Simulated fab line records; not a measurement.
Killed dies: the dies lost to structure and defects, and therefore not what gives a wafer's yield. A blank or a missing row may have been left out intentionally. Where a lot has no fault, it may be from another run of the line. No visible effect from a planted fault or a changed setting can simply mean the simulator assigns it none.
Matching of chambers + flow n5Finfet + rieDiel-02 running N5_BEOL_M7_STRIP_19: 4 sister chambers
The step strips in O2. 24 wafers are shown with their chamber, then 12 later ones without.

== WAFERS PAIRED WITH THEIR CHAMBERS ==
| wafer  | chamber | drypumpMotorCurrentA (A) | showerheadPlenumPTorr (Torr) | throttleValvePct (%) |
|--------|---------|--------------------------|------------------------------|----------------------|
| L074.1 | 1       | 5.4                      | 2.10                         | 16.2                 |
| L074.2 | 0       | 5.1                      | 2.07                         | 17.0                 |
| L074.3 | 2       | 6.6                      | 2.12                         | 16.0                 |
| L074.4 | 3       | 6.6                      | 2.22                         | 16.5                 |
| L074.5 | 2       | 6.6                      | 2.12                         | 16.0                 |
| L074.6 | 1       | 5.4                      | 2.10                         | 16.2                 |
| L075.1 | 2       | 6.6                      | 2.12                         | 16.0                 |
| L075.4 | 1       | 5.4                      | 2.10                         | 16.2                 |
| L075.5 | 3       | 6.6                      | 2.22                         | 16.5                 |
| L079.1 | 2       | 6.6                      | 2.12                         | 16.0                 |
| L079.3 | 1       | 5.4                      | 2.10                         | 16.2                 |
| L079.5 | 3       | 6.6                      | 2.22                         | 16.5                 |
| L083.3 | 0       | 5.1                      | 2.06                         | 17.0                 |
| L083.4 | 3       | 6.6                      | 2.22                         | 16.5                 |
| L083.5 | 3       | 6.6                      | 2.22                         | 16.5                 |
| L084.1 | 3       | 6.6                      | 2.22                         | 16.5                 |
| L084.2 | 0       | 5.1                      | 2.06                         | 17.0                 |
| L084.5 | 1       | 5.4                      | 2.09                         | 16.2                 |
| L088.1 | 2       | 6.6                      | 2.11                         | 16.1                 |
| L088.5 | 2       | 6.6                      | 2.11                         | 16.1                 |
| L088.6 | 3       | 6.6                      | 2.21                         | 16.6                 |
| L091.4 | 3       | 6.5                      | 2.21                         | 16.6                 |
| L091.5 | 0       | 5.1                      | 2.06                         | 17.1                 |
| L091.6 | 1       | 5.4                      | 2.09                         | 16.3                 |

SIGNATURES (averages over the wafers above)
| reading               | chamber 0 | chamber 1 | chamber 2 | chamber 3 | scatter within a chamber |
|-----------------------|-----------|-----------|-----------|-----------|--------------------------|
| drypumpMotorCurrentA  | 5.100     | 5.400     | 6.600     | 6.587     | 0.0209                   |
| showerheadPlenumPTorr | 2.0625    | 2.0967    | 2.1167    | 2.2175    | 0.00496                  |
| throttleValvePct      | 17.025    | 16.217    | 16.033    | 16.525    | 0.047                    |
Rule: for a wafer and a chamber, the distance is found by dividing, reading by reading, the gap between the wafer's reading and the chamber's mean by the reading's scatter, squaring, summing and taking the root. The wafer belongs to the nearest chamber; if the next one is less than 2 further off, it can't be placed. The scatter is the square root of a quotient: the sum, over the shown wafers, of each reading's squared deviation from its chamber's mean, divided by wafers minus chambers.

== WAFERS WITHOUT THEIR CHAMBER ==
| wafer  | drypumpMotorCurrentA (A) | showerheadPlenumPTorr (Torr) | throttleValvePct (%) |
|--------|--------------------------|------------------------------|----------------------|
| L090.1 | 6.6                      | 2.11                         | 16.1                 |
| L090.2 | 5.1                      | 2.06                         | 17.1                 |
| L090.6 | 6.6                      | 2.11                         | 16.1                 |
| L092.1 | 6.6                      | 2.21                         | 16.6                 |
| L092.2 | 5.4                      | 2.09                         | 16.3                 |
| L092.4 | 5.1                      | 2.06                         | 17.1                 |
| L093.1 | 6.6                      | 2.21                         | 16.6                 |
| L093.3 | 5.4                      | 2.09                         | 16.3                 |
| L093.4 | 6.5                      | 2.21                         | 16.6                 |
| L095.2 | 6.6                      | 2.11                         | 16.1                 |
| L095.4 | 5.4                      | 2.09                         | 16.3                 |
| L095.5 | 5.1                      | 2.06                         | 17.1                 |

== THE CHAMBER EACH PASSED THROUGH ==
| wafer  | from the rows above | in truth |
|--------|---------------------|----------|
| L090.1 | 2                   | 2        |
| L090.2 | 0                   | 0        |
| L090.6 | 2                   | 2        |
| L092.1 | 3                   | 3        |
| L092.2 | 1                   | 1        |
| L092.4 | 0                   | 0        |
| L093.1 | 3                   | 3        |
| L093.3 | 1                   | 1        |
| L093.4 | 3                   | 3        |
| L095.2 | 2                   | 2        |
| L095.4 | 1                   | 1        |
| L095.5 | 0                   | 0        |
Correct placement for 12 of the 12. Number that these rows cannot place: 0. Number placed wrongly: 0.
